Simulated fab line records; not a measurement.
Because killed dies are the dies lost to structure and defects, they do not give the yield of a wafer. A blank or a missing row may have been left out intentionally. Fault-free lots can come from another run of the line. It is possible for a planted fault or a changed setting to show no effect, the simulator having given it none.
Which tool is to blame? :: flow n5-finfet :: 63 wafers from 21 lots sampled at 3 of the route's 1938 steps

## WHAT THE GAUGES SHOWED, per wafer
N5_FIN_CUT_CD_MEAS_08: target cd 29.1 nm. Usual: cd-nm 29.06 nm, standard deviation 0.22.
lot: L074
measured: day 2 03:10
on: cd-sem-02
cd-nm (nm): 29.06 29.01 28.67
flag: 

lot: L075
measured: day 2 08:39
on: cd-sem-01
cd-nm (nm): 29.07 29.13 29.39
flag: 

lot: L076
measured: day 2 18:54
on: cd-sem-03
cd-nm (nm): 28.83 28.92 28.86
flag: 

lot: L077
measured: day 2 21:11
on: cd-sem-01
cd-nm (nm): 29.53 28.89 28.89
flag: 

lot: L078
measured: day 3 03:52
on: cd-sem-02
cd-nm (nm): 29.28 29.23 29.07
flag: 

lot: L079
measured: day 3 11:17
on: cd-sem-03
cd-nm (nm): 29.14 29.38 29.23
flag: 

lot: L080
measured: day 3 15:17
on: cd-sem-03
cd-nm (nm): 29.30 28.55 29.03
flag: 

lot: L081
measured: day 3 21:07
on: cd-sem-02
cd-nm (nm): 28.87 29.47 29.17
flag: 

lot: L083
measured: day 4 09:04
on: cd-sem-03
cd-nm (nm): 29.09 29.09 28.86
flag: 

lot: L084
measured: day 4 16:16
on: cd-sem-03
cd-nm (nm): 29.26 29.38 28.83
flag: 

lot: L085
measured: day 4 23:06
on: cd-sem-02
cd-nm (nm): 29.04 29.25 29.06
flag: 

lot: L086
measured: day 5 05:08
on: cd-sem-02
cd-nm (nm): 29.44 28.83 29.29
flag: 

lot: L087
measured: day 5 10:49
on: cd-sem-03
cd-nm (nm): 29.33 28.83 28.85
flag: 

lot: L088
measured: day 5 15:55
on: cd-sem-02
cd-nm (nm): 28.81 29.03 28.71
flag: 

lot: L089
measured: day 5 21:52
on: cd-sem-03
cd-nm (nm): 29.00 28.65 29.25
flag: 

lot: L090
measured: day 6 04:38
on: cd-sem-02
cd-nm (nm): 29.36 29.27 29.05
flag: 

lot: L091
measured: day 6 09:35
on: cd-sem-02
cd-nm (nm): 29.16 28.97 28.85
flag: 

lot: L092
measured: day 6 19:02
on: cd-sem-03
cd-nm (nm): 29.26 29.39 28.96
flag: 

lot: L093
measured: day 6 22:36
on: cd-sem-02
cd-nm (nm): 29.27 29.23 28.91
flag: 

lot: L094
measured: day 7 03:27
on: cd-sem-01
cd-nm (nm): 29.23 29.46 29.39
flag: 

lot: L097
measured: day 7 20:52
on: cd-sem-02
cd-nm (nm): 28.95 29.02 28.95
flag: 

## EACH LOT AND THE TOOL THAT RAN IT (in order: tool; ch and the chambers of the sampled wafers; start)
lot: L074
N5_FIN_SAQP_ETCH_51: rie-diel-04 ch 0,1,3, day 1 22:28
N5_FIN_SAQP_ETCH_34: rie-diel-04 ch 0,1,3, day 2 02:23

lot: L075
N5_FIN_SAQP_ETCH_51: rie-diel-06 ch 0,2,3, day 2 04:14
N5_FIN_SAQP_ETCH_34: rie-diel-06 ch 0,2,3, day 2 07:53

lot: L076
N5_FIN_SAQP_ETCH_51: rie-diel-01 ch 0,1,2, day 2 10:58
N5_FIN_SAQP_ETCH_34: rie-diel-01 ch 0,1, day 2 18:08

lot: L077
N5_FIN_SAQP_ETCH_51: rie-diel-06 ch 0,3, day 2 15:55
N5_FIN_SAQP_ETCH_34: rie-diel-04 ch 0,2,3, day 2 20:25

lot: L078
N5_FIN_SAQP_ETCH_51: rie-diel-06 ch 0,1,2, day 2 22:04
N5_FIN_SAQP_ETCH_34: rie-diel-01 ch 0,1,2, day 3 03:05

lot: L079
N5_FIN_SAQP_ETCH_51: rie-diel-04 ch 0,2,3, day 3 06:31
N5_FIN_SAQP_ETCH_34: rie-diel-01 ch 0,1,2, day 3 10:31

lot: L080
N5_FIN_SAQP_ETCH_51: rie-diel-01 ch 0,1, day 3 10:48
N5_FIN_SAQP_ETCH_34: rie-diel-04 ch 0,2,3, day 3 14:31

lot: L081
N5_FIN_SAQP_ETCH_51: rie-diel-04 ch 0,2,3, day 3 16:31
N5_FIN_SAQP_ETCH_34: rie-diel-04 ch 0,3, day 3 20:20

lot: L083
N5_FIN_SAQP_ETCH_51: rie-diel-06 ch 1,3, day 4 04:17
N5_FIN_SAQP_ETCH_34: rie-diel-01 ch 0,1, day 4 08:18

lot: L084
N5_FIN_SAQP_ETCH_51: rie-diel-04 ch 0,1,3, day 4 11:23
N5_FIN_SAQP_ETCH_34: rie-diel-06 ch 0,3, day 4 15:29

lot: L085
N5_FIN_SAQP_ETCH_51: rie-diel-04 ch 0,1,2, day 4 17:26
N5_FIN_SAQP_ETCH_34: rie-diel-06 ch 0,2, day 4 22:20

lot: L086
N5_FIN_SAQP_ETCH_51: rie-diel-01 ch 0,1,2, day 4 23:16
N5_FIN_SAQP_ETCH_34: rie-diel-01 ch 2,3, day 5 04:21

lot: L087
N5_FIN_SAQP_ETCH_51: rie-diel-01 ch 1,2, day 5 05:58
N5_FIN_SAQP_ETCH_34: rie-diel-04 ch 0,3, day 5 10:02

lot: L088
N5_FIN_SAQP_ETCH_51: rie-diel-06 ch 0,2,3, day 5 10:48
N5_FIN_SAQP_ETCH_34: rie-diel-01 ch 2,3, day 5 15:09

lot: L089
N5_FIN_SAQP_ETCH_51: rie-diel-04 ch 1,3, day 5 16:44
N5_FIN_SAQP_ETCH_34: rie-diel-04 ch 0,1,3, day 5 20:56

lot: L090
N5_FIN_SAQP_ETCH_51: rie-diel-04 ch 2,3, day 5 23:25
N5_FIN_SAQP_ETCH_34: rie-diel-01 ch 1,3, day 6 03:44

lot: L091
N5_FIN_SAQP_ETCH_51: rie-diel-04 ch 1,2,3, day 6 04:34
N5_FIN_SAQP_ETCH_34: rie-diel-01 ch 1,2,3, day 6 08:41

lot: L092
N5_FIN_SAQP_ETCH_51: rie-diel-04 ch 1,2,3, day 6 13:52
N5_FIN_SAQP_ETCH_34: rie-diel-04 ch 0,1,3, day 6 18:09

lot: L093
N5_FIN_SAQP_ETCH_51: rie-diel-06 ch 0,1,3, day 6 17:08
N5_FIN_SAQP_ETCH_34: rie-diel-04 ch 1,3, day 6 21:43

lot: L094
N5_FIN_SAQP_ETCH_51: rie-diel-04 ch 0,1,3, day 6 22:52
N5_FIN_SAQP_ETCH_34: rie-diel-06 ch 0,1,2, day 7 02:41

lot: L097
N5_FIN_SAQP_ETCH_51: rie-diel-06 ch 0,1,3, day 7 16:05
N5_FIN_SAQP_ETCH_34: rie-diel-04 ch 0,2,3, day 7 20:05
- N5_FIN_SAQP_ETCH_51: etches SiARC in CF4, target depth 45.5 nm, time 75.8 s.
- N5_FIN_SAQP_ETCH_34: etches SiO2 in C4F6/O2, target depth 45 nm, time 15 s.

## WHAT THE TOOLS THEMSELVES READ (means of the sampled wafers that have a number; where no wafer has one, the mark that the record gives instead)
N5_FIN_SAQP_ETCH_51. Usual: chamber-pressure-mTorr 40.00 mTorr, standard deviation 0.036; drypump-motor-current-A 5.7 A, standard deviation 0.51; etch-rf-on-time-s 76.0 s, standard deviation 0.96; oes-product-au 0.63 a.u., standard deviation 0.036; rf-vpp-V 184.0 V, standard deviation 1; showerhead-plenum-p-Torr 2.14 Torr, standard deviation 0.064; throttle-valve-pct 15.71 %, standard deviation 0.22.
lot: L074
tool: rie-diel-04
chamber-pressure-mTorr (mTorr): 39.95
drypump-motor-current-A (A): 5.6
etch-rf-on-time-s (s): 75.7
oes-product-au (a.u.): 0.64
rf-vpp-V (V): 183.8
showerhead-plenum-p-Torr (Torr): 2.12
throttle-valve-pct (%): 15.59
flag: 

lot: L075
tool: rie-diel-06
chamber-pressure-mTorr (mTorr): 39.97
drypump-motor-current-A (A): 5.9
etch-rf-on-time-s (s): 75.5
oes-product-au (a.u.): 0.65
rf-vpp-V (V): 184.6
showerhead-plenum-p-Torr (Torr): 2.20
throttle-valve-pct (%): 15.69
flag: 

lot: L076
tool: rie-diel-01
chamber-pressure-mTorr (mTorr): 39.97
drypump-motor-current-A (A): 5.2
etch-rf-on-time-s (s): 76.4
oes-product-au (a.u.): 0.62
rf-vpp-V (V): 184.6
showerhead-plenum-p-Torr (Torr): 2.16
throttle-valve-pct (%): 15.73
flag: 

lot: L077
tool: rie-diel-06
chamber-pressure-mTorr (mTorr): 39.98
drypump-motor-current-A (A): 5.9
etch-rf-on-time-s (s): 75.5
oes-product-au (a.u.): 0.68
rf-vpp-V (V): 185.3
showerhead-plenum-p-Torr (Torr): 2.24
throttle-valve-pct (%): 15.64
flag: 

lot: L078
tool: rie-diel-06
chamber-pressure-mTorr (mTorr): 39.97
drypump-motor-current-A (A): 5.4
etch-rf-on-time-s (s): 75.7
oes-product-au (a.u.): 0.64
rf-vpp-V (V): 184.1
showerhead-plenum-p-Torr (Torr): 2.16
throttle-valve-pct (%): 15.71
flag: 

lot: L079
tool: rie-diel-04
chamber-pressure-mTorr (mTorr): 39.98
drypump-motor-current-A (A): 5.9
etch-rf-on-time-s (s): 75.6
oes-product-au (a.u.): 0.63
rf-vpp-V (V): 182.9
showerhead-plenum-p-Torr (Torr): 2.08
throttle-valve-pct (%): 15.73
flag: 

lot: L080
tool: rie-diel-01
chamber-pressure-mTorr (mTorr): 40.00
drypump-motor-current-A (A): 5.2
etch-rf-on-time-s (s): 77.5
oes-product-au (a.u.): 0.60
rf-vpp-V (V): 184.4
showerhead-plenum-p-Torr (Torr): 2.18
throttle-valve-pct (%): 15.96
flag: 

lot: L081
tool: rie-diel-04
chamber-pressure-mTorr (mTorr): 40.00
drypump-motor-current-A (A): 5.9
etch-rf-on-time-s (s): 75.3
oes-product-au (a.u.): 0.63
rf-vpp-V (V): 183.0
showerhead-plenum-p-Torr (Torr): 2.08
throttle-valve-pct (%): 15.74
flag: 

lot: L083
tool: rie-diel-06
chamber-pressure-mTorr (mTorr): 39.97
drypump-motor-current-A (A): 6.3
etch-rf-on-time-s (s): 76.1
oes-product-au (a.u.): 0.64
rf-vpp-V (V): 184.3
showerhead-plenum-p-Torr (Torr): 2.19
throttle-valve-pct (%): 15.64
flag: 

lot: L084
tool: rie-diel-04
chamber-pressure-mTorr (mTorr): 40.04
drypump-motor-current-A (A): 5.6
etch-rf-on-time-s (s): 75.1
oes-product-au (a.u.): 0.63
rf-vpp-V (V): 184.1
showerhead-plenum-p-Torr (Torr): 2.11
throttle-valve-pct (%): 15.62
flag: 

lot: L085
tool: rie-diel-04
chamber-pressure-mTorr (mTorr): 40.02
drypump-motor-current-A (A): 5.9
etch-rf-on-time-s (s): 76.6
oes-product-au (a.u.): 0.61
rf-vpp-V (V): 183.5
showerhead-plenum-p-Torr (Torr): 2.10
throttle-valve-pct (%): 15.82
flag: 

lot: L086
tool: rie-diel-01
chamber-pressure-mTorr (mTorr): 40.00
drypump-motor-current-A (A): 5.2
etch-rf-on-time-s (s): 77.2
oes-product-au (a.u.): 0.61
rf-vpp-V (V): 184.6
showerhead-plenum-p-Torr (Torr): 2.15
throttle-valve-pct (%): 15.78
flag: 

lot: L087
tool: rie-diel-01
chamber-pressure-mTorr (mTorr): 39.99
drypump-motor-current-A (A): 5.1
etch-rf-on-time-s (s): 77.0
oes-product-au (a.u.): 0.60
rf-vpp-V (V): 184.3
showerhead-plenum-p-Torr (Torr): 2.12
throttle-valve-pct (%): 15.64
flag: 

lot: L088
tool: rie-diel-06
chamber-pressure-mTorr (mTorr): 39.98
drypump-motor-current-A (A): 5.9
etch-rf-on-time-s (s): 75.9
oes-product-au (a.u.): 0.64
rf-vpp-V (V): 184.6
showerhead-plenum-p-Torr (Torr): 2.19
throttle-valve-pct (%): 15.73
flag: 

lot: L089
tool: rie-diel-04
chamber-pressure-mTorr (mTorr): 40.02
drypump-motor-current-A (A): 5.6
etch-rf-on-time-s (s): 75.5
oes-product-au (a.u.): 0.64
rf-vpp-V (V): 183.2
showerhead-plenum-p-Torr (Torr): 2.08
throttle-valve-pct (%): 15.45
flag: 

lot: L090
tool: rie-diel-04
chamber-pressure-mTorr (mTorr): 40.02
drypump-motor-current-A (A): 5.9
etch-rf-on-time-s (s): 75.4
oes-product-au (a.u.): 0.63
rf-vpp-V (V): 183.1
showerhead-plenum-p-Torr (Torr): 2.04
throttle-valve-pct (%): 15.58
flag: 

lot: L091
tool: rie-diel-04
chamber-pressure-mTorr (mTorr): 40.01
drypump-motor-current-A (A): 5.9
etch-rf-on-time-s (s): 76.4
oes-product-au (a.u.): 0.61
rf-vpp-V (V): 183.4
showerhead-plenum-p-Torr (Torr): 2.07
throttle-valve-pct (%): 15.64
flag: 

lot: L092
tool: rie-diel-04
chamber-pressure-mTorr (mTorr): 40.00
drypump-motor-current-A (A): 5.9
etch-rf-on-time-s (s): 76.0
oes-product-au (a.u.): 0.62
rf-vpp-V (V): 182.4
showerhead-plenum-p-Torr (Torr): 2.07
throttle-valve-pct (%): 15.65
flag: 

lot: L093
tool: rie-diel-06
chamber-pressure-mTorr (mTorr): 39.97
drypump-motor-current-A (A): 5.9
etch-rf-on-time-s (s): 75.4
oes-product-au (a.u.): 0.64
rf-vpp-V (V): 184.4
showerhead-plenum-p-Torr (Torr): 2.19
throttle-valve-pct (%): 15.70
flag: 

lot: L094
tool: rie-diel-04
chamber-pressure-mTorr (mTorr): 39.99
drypump-motor-current-A (A): 5.6
etch-rf-on-time-s (s): 75.0
oes-product-au (a.u.): 0.62
rf-vpp-V (V): 183.2
showerhead-plenum-p-Torr (Torr): 2.10
throttle-valve-pct (%): 15.67
flag: 

lot: L097
tool: rie-diel-06
chamber-pressure-mTorr (mTorr): 40.00
drypump-motor-current-A (A): 5.9
etch-rf-on-time-s (s): 76.4
oes-product-au (a.u.): 0.63
rf-vpp-V (V): 184.1
showerhead-plenum-p-Torr (Torr): 2.19
throttle-valve-pct (%): 15.71
flag: 

N5_FIN_SAQP_ETCH_34. Usual: chamber-pressure-mTorr 30.002 mTorr, standard deviation 0.024; drypump-motor-current-A 5.6 A, standard deviation 0.46; etch-rf-on-time-s 15.05 s, standard deviation 0.18; oes_f_703_au 0.76 a.u., standard deviation 0.079; oes_o_777_au 0.76 a.u., standard deviation 0.081; oes-product-au 0.65 a.u., standard deviation 0.072; rf-vpp-V 661 V, standard deviation 4.4; showerhead-plenum-p-Torr 2.84 Torr, standard deviation 0.076; throttle-valve-pct 21.11 %, standard deviation 0.27.
lot: L074
tool: rie-diel-04
chamber-pressure-mTorr (mTorr): 29.995
drypump-motor-current-A (A): 5.6
etch-rf-on-time-s (s): 15.12
oes_f_703_au (a.u.): 0.76
oes_o_777_au (a.u.): 0.76
oes-product-au (a.u.): 0.64
rf-vpp-V (V): 663
showerhead-plenum-p-Torr (Torr): 2.81
throttle-valve-pct (%): 21.04
flag: 

lot: L075
tool: rie-diel-06
chamber-pressure-mTorr (mTorr): 30.001
drypump-motor-current-A (A): 5.9
etch-rf-on-time-s (s): 14.97
oes_f_703_au (a.u.): 0.77
oes_o_777_au (a.u.): 0.78
oes-product-au (a.u.): 0.66
rf-vpp-V (V): 663
showerhead-plenum-p-Torr (Torr): 2.93
throttle-valve-pct (%): 21.14
flag: 

lot: L076
tool: rie-diel-01
chamber-pressure-mTorr (mTorr): 30.022
drypump-motor-current-A (A): 5.0
etch-rf-on-time-s (s): 15.28
oes_f_703_au (a.u.): 0.70
oes_o_777_au (a.u.): 0.70
oes-product-au (a.u.): 0.60
rf-vpp-V (V): 657
showerhead-plenum-p-Torr (Torr): 2.85
throttle-valve-pct (%): 21.22
flag: 

lot: L077
tool: rie-diel-04
chamber-pressure-mTorr (mTorr): 30.015
drypump-motor-current-A (A): 5.9
etch-rf-on-time-s (s): 14.94
oes_f_703_au (a.u.): 0.75
oes_o_777_au (a.u.): 0.75
oes-product-au (a.u.): 0.64
rf-vpp-V (V): 661
showerhead-plenum-p-Torr (Torr): 2.77
throttle-valve-pct (%): 21.19
flag: 

lot: L078
tool: rie-diel-01
chamber-pressure-mTorr (mTorr): 30.025
drypump-motor-current-A (A): 5.2
etch-rf-on-time-s (s): 15.19
oes_f_703_au (a.u.): 0.72
oes_o_777_au (a.u.): 0.73
oes-product-au (a.u.): 0.61
rf-vpp-V (V): 662
showerhead-plenum-p-Torr (Torr): 2.87
throttle-valve-pct (%): 21.18
flag: 

lot: L079
tool: rie-diel-01
chamber-pressure-mTorr (mTorr): 29.975
drypump-motor-current-A (A): 5.3
etch-rf-on-time-s (s): 15.10
oes_f_703_au (a.u.): 0.72
oes_o_777_au (a.u.): 0.72
oes-product-au (a.u.): 0.61
rf-vpp-V (V): 663
showerhead-plenum-p-Torr (Torr): 2.87
throttle-valve-pct (%): 21.18
flag: 

lot: L080
tool: rie-diel-04
chamber-pressure-mTorr (mTorr): 30.003
drypump-motor-current-A (A): 5.9
etch-rf-on-time-s (s): 15.02
oes_f_703_au (a.u.): 0.75
oes_o_777_au (a.u.): 0.74
oes-product-au (a.u.): 0.63
rf-vpp-V (V): 661
showerhead-plenum-p-Torr (Torr): 2.76
throttle-valve-pct (%): 21.20
flag: 

lot: L081
tool: rie-diel-04
chamber-pressure-mTorr (mTorr): 30.020
drypump-motor-current-A (A): 5.6
etch-rf-on-time-s (s): 14.86
oes_f_703_au (a.u.): 0.77
oes_o_777_au (a.u.): 0.77
oes-product-au (a.u.): 0.65
rf-vpp-V (V): 664
showerhead-plenum-p-Torr (Torr): 2.77
throttle-valve-pct (%): 21.00
flag: 

lot: L083
tool: rie-diel-01
chamber-pressure-mTorr (mTorr): 29.975
drypump-motor-current-A (A): 5.0
etch-rf-on-time-s (s): 15.35
oes_f_703_au (a.u.): 0.69
oes_o_777_au (a.u.): 0.69
oes-product-au (a.u.): 0.58
rf-vpp-V (V): 657
showerhead-plenum-p-Torr (Torr): 2.84
throttle-valve-pct (%): 21.24
flag: 

lot: L084
tool: rie-diel-06
chamber-pressure-mTorr (mTorr): 30.009
drypump-motor-current-A (A): 6.4
etch-rf-on-time-s (s): 15.01
oes_f_703_au (a.u.): 0.78
oes_o_777_au (a.u.): 0.79
oes-product-au (a.u.): 0.66
rf-vpp-V (V): 664
showerhead-plenum-p-Torr (Torr): 2.96
throttle-valve-pct (%): 21.09
flag: 

lot: L085
tool: rie-diel-06
chamber-pressure-mTorr (mTorr): 30.001
drypump-motor-current-A (A): 5.4
etch-rf-on-time-s (s): 15.03
oes_f_703_au (a.u.): 0.74
oes_o_777_au (a.u.): 0.73
oes-product-au (a.u.): 0.62
rf-vpp-V (V): 660
showerhead-plenum-p-Torr (Torr): 2.87
throttle-valve-pct (%): 21.26
flag: 

lot: L086
tool: rie-diel-01
chamber-pressure-mTorr (mTorr): 30.004
drypump-motor-current-A (A): 5.7
etch-rf-on-time-s (s): 14.98
oes_f_703_au (a.u.): 0.91
oes_o_777_au (a.u.): 0.92
oes-product-au (a.u.): 0.78
rf-vpp-V (V): 661
showerhead-plenum-p-Torr (Torr): 2.89
throttle-valve-pct (%): 20.88
flag: 

lot: L087
tool: rie-diel-04
chamber-pressure-mTorr (mTorr): 29.978
drypump-motor-current-A (A): 5.6
etch-rf-on-time-s (s): 14.88
oes_f_703_au (a.u.): 0.76
oes_o_777_au (a.u.): 0.76
oes-product-au (a.u.): 0.64
rf-vpp-V (V): 664
showerhead-plenum-p-Torr (Torr): 2.76
throttle-valve-pct (%): 21.02
flag: 

lot: L088
tool: rie-diel-01
chamber-pressure-mTorr (mTorr): 30.014
drypump-motor-current-A (A): 5.7
etch-rf-on-time-s (s): 14.94
oes_f_703_au (a.u.): 0.90
oes_o_777_au (a.u.): 0.90
oes-product-au (a.u.): 0.77
rf-vpp-V (V): 660
showerhead-plenum-p-Torr (Torr): 2.89
throttle-valve-pct (%): 20.89
flag: 

lot: L089
tool: rie-diel-04
chamber-pressure-mTorr (mTorr): 30.014
drypump-motor-current-A (A): 5.6
etch-rf-on-time-s (s): 15.01
oes_f_703_au (a.u.): 0.74
oes_o_777_au (a.u.): 0.73
oes-product-au (a.u.): 0.62
rf-vpp-V (V): 661
showerhead-plenum-p-Torr (Torr): 2.79
throttle-valve-pct (%): 21.08
flag: 

lot: L090
tool: rie-diel-01
chamber-pressure-mTorr (mTorr): 29.981
drypump-motor-current-A (A): 5.1
etch-rf-on-time-s (s): 14.98
oes_f_703_au (a.u.): 0.97
oes_o_777_au (a.u.): 0.97
oes-product-au (a.u.): 0.84
rf-vpp-V (V): 656
showerhead-plenum-p-Torr (Torr): 2.83
throttle-valve-pct (%): 20.77
flag: 

lot: L091
tool: rie-diel-01
chamber-pressure-mTorr (mTorr): 29.996
drypump-motor-current-A (A): 5.4
etch-rf-on-time-s (s): 14.84
oes_f_703_au (a.u.): 0.88
oes_o_777_au (a.u.): 0.89
oes-product-au (a.u.): 0.76
rf-vpp-V (V): 659
showerhead-plenum-p-Torr (Torr): 2.85
throttle-valve-pct (%): 20.85
flag: 

lot: L092
tool: rie-diel-04
chamber-pressure-mTorr (mTorr): 30.005
drypump-motor-current-A (A): 5.6
etch-rf-on-time-s (s): 15.01
oes_f_703_au (a.u.): 0.73
oes_o_777_au (a.u.): 0.73
oes-product-au (a.u.): 0.61
rf-vpp-V (V): 662
showerhead-plenum-p-Torr (Torr): 2.79
throttle-valve-pct (%): 21.09
flag: 

lot: L093
tool: rie-diel-04
chamber-pressure-mTorr (mTorr): 30.010
drypump-motor-current-A (A): 5.6
etch-rf-on-time-s (s): 15.16
oes_f_703_au (a.u.): 0.73
oes_o_777_au (a.u.): 0.73
oes-product-au (a.u.): 0.62
rf-vpp-V (V): 662
showerhead-plenum-p-Torr (Torr): 2.78
throttle-valve-pct (%): 20.90
flag: 

lot: L094
tool: rie-diel-06
chamber-pressure-mTorr (mTorr): 29.991
drypump-motor-current-A (A): 5.4
etch-rf-on-time-s (s): 15.15
oes_f_703_au (a.u.): 0.73
oes_o_777_au (a.u.): 0.73
oes-product-au (a.u.): 0.62
rf-vpp-V (V): 660
showerhead-plenum-p-Torr (Torr): 2.86
throttle-valve-pct (%): 21.19
flag: 

lot: L097
tool: rie-diel-04
chamber-pressure-mTorr (mTorr): 30.005
drypump-motor-current-A (A): 5.9
etch-rf-on-time-s (s): 14.86
oes_f_703_au (a.u.): 0.81
oes_o_777_au (a.u.): 0.81
oes-product-au (a.u.): 0.69
rf-vpp-V (V): 664
showerhead-plenum-p-Torr (Torr): 2.86
throttle-valve-pct (%): 21.13
flag: 

## THE ANSWER, worked out from the rows above alone
Rule: lot off if the mean of its wafers having a number is beyond 3 standard deviations from the usual mean. Also off: a lot with no number at a reading for which 4 or more lots have one. Any other lot the step has rows for is counted as sound. First the gauges in route order, then the tools' own readings, where a lot's mean is used as printed above. At the first step where some lot is off, the reading lying furthest off is the one used; lots without a number count as furthest.
No lot is off on any of the readings shown, so nothing can be concluded from this.

## WHAT THE SIMULATOR PUT IN
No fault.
